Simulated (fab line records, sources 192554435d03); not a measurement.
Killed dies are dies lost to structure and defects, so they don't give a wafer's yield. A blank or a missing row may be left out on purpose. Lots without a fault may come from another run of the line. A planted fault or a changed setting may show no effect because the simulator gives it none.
Tool commonality check | flow n5_finfet | 9 lots, 27 wafers sampled

WHY IT WAS OPENED
At N5_BEOL_M4_RC_MEAS_101 the reading IOFF_N is flagged on 2 of 9 lots. Wafers without a fault read 0.155 nA/um, standard deviation 0.021.
Rule: a lot is flagged when every wafer of it that has a number lies more than 4 standard deviations from that mean, or none has a number. The other lots count as sound.

lot  | measured     | on        | IOFF_N (nA/um), wafer by wafer | flag
L682 | day 7 23:52  | prober-02 | 0.134 0.138 0.142              |
L686 | day 8 18:59  | prober-02 | 0.146 0.130 0.145              |
L687 | day 8 22:37  | prober-01 | 0.137 0.129 0.126              |
L688 | day 9 15:51  | prober-02 | 0.982 0.948 1.478              | FLAGGED
L689 | day 9 16:14  | prober-01 | 0.171 0.168 0.163              |
L692 | day 10 14:41 | prober-02 | 1.906 1.587 1.685              | FLAGGED
L704 | day 13 09:25 | prober-01 | 0.128 0.152 0.143              |
L703 | day 13 15:49 | prober-01 | 0.233 0.208 0.171              |
L705 | day 13 20:34 | prober-02 | 0.160 0.155 0.175              |
The numbers of the flagged lots are 1.431 nA/um on average: +1.276 nA/um against the usual, or +61 standard deviations.

WHICH TOOL RAN EACH LOT
The record holds 3 process steps before the reading, out of a route of 1938 steps. In each cell: the tool, then ch and the chambers that the sampled wafers went through, then the start.
lot  | flag    | N5_ZERO_LAYER_ETCH_18           | N5_WELL_APT_IMPLANT_32         | N5_FIN_SAQP_ALD_61
L682 |         | rie_si-06 ch 1,2,3, day 1 12:55 | implanter-01 ch 0, day 1 15:20 | ald_sin-03 ch 0,2,3, day 1 21:07
L686 |         | rie_si-06 ch 0,1,2, day 2 12:55 | implanter-01 ch 0, day 2 15:11 | ald_sin-03 ch 0,2,3, day 2 20:39
L687 |         | rie_si-04 ch 0,1,2, day 2 18:50 | implanter-01 ch 0, day 2 22:08 | ald_sin-02 ch 0,1,2, day 3 04:52
L688 | FLAGGED | rie_si-02 ch 0,1,2, day 3 01:09 | implanter-01 ch 0, day 3 03:55 | ald_sin-03 ch 1,3, day 3 09:28
L689 |         | rie_si-02 ch 1,2, day 3 06:47   | implanter-02 ch 0, day 3 09:33 | ald_sin-01 ch 0,2,3, day 3 15:07
L692 | FLAGGED | rie_si-04 ch 0,1,3, day 4 01:17 | implanter-01 ch 0, day 4 03:51 | ald_sin-02 ch 0,2,3, day 4 10:00
L704 |         | rie_si-04 ch 0,1, day 7 00:55   | implanter-01 ch 0, day 7 03:30 | ald_sin-02 ch 0,2,3, day 7 09:22
L703 |         | rie_si-02 ch 0,1,2, day 6 19:01 | implanter-02 ch 0, day 6 21:27 | ald_sin-01 ch 1,3, day 7 02:40
L705 |         | rie_si-02 ch 2,3, day 7 06:47   | implanter-02 ch 0, day 7 09:41 | ald_sin-02 ch 2,3, day 7 14:53
What these steps do:
- N5_ZERO_LAYER_ETCH_18: etches Si in HBr/Cl2, target depth 120 nm, time 40 s.
- N5_WELL_APT_IMPLANT_32
- N5_FIN_SAQP_ALD_61: deposits SiO2, target thk 4 nm, pulse time 1 s, purge time 2 s.
- N5_BEOL_M4_RC_MEAS_101

FLAGGED OVER TOTAL, TOOL BY TOOL (the gauges that took the reading come last)
step                   | tool         | lots run | flagged | share of the flagged lots | sound lots run after its first flagged lot
N5_ZERO_LAYER_ETCH_18  | rie_si-02    | 4        | 1       | some                      | 3 (L689,L703,L705)
N5_ZERO_LAYER_ETCH_18  | rie_si-04    | 3        | 1       | some                      | 1 (L704)
N5_ZERO_LAYER_ETCH_18  | rie_si-06    | 2        | 0       | none                      | -
N5_WELL_APT_IMPLANT_32 | implanter-01 | 6        | 2       | all                       | 1 (L704)
N5_WELL_APT_IMPLANT_32 | implanter-02 | 3        | 0       | none                      | -
N5_FIN_SAQP_ALD_61     | ald_sin-01   | 2        | 0       | none                      | -
N5_FIN_SAQP_ALD_61     | ald_sin-02   | 4        | 1       | some                      | 2 (L704,L705)
N5_FIN_SAQP_ALD_61     | ald_sin-03   | 3        | 1       | some                      | 0
N5_BEOL_M4_RC_MEAS_101 | prober-01    | 4        | 0       | none                      | -
N5_BEOL_M4_RC_MEAS_101 | prober-02    | 5        | 2       | all                       | 1 (L705)

WHAT THE TABLE ALLOWS
2 rows of the table ran every flagged lot: implanter-01 at N5_WELL_APT_IMPLANT_32, prober-02 at N5_BEOL_M4_RC_MEAS_101.
- implanter-01 at N5_WELL_APT_IMPLANT_32: 2 of its 6 lots flagged. Sound lots ran on it after the first flagged one (L704), which a lasting fault on the whole tool wouldn't allow. Its own readings lie more than 4 standard deviations out on every wafer of the flagged lots: dose_ions_cm2, faraday_current_uA.
- prober-02 at N5_BEOL_M4_RC_MEAS_101: 2 of its 5 lots flagged. Sound lots ran on it after the first flagged one (L705), which a lasting fault on the whole tool wouldn't allow.
No row of the table ran every flagged lot and no sound lot after the first.

WHAT THE SIMULATOR HAD PUT IN
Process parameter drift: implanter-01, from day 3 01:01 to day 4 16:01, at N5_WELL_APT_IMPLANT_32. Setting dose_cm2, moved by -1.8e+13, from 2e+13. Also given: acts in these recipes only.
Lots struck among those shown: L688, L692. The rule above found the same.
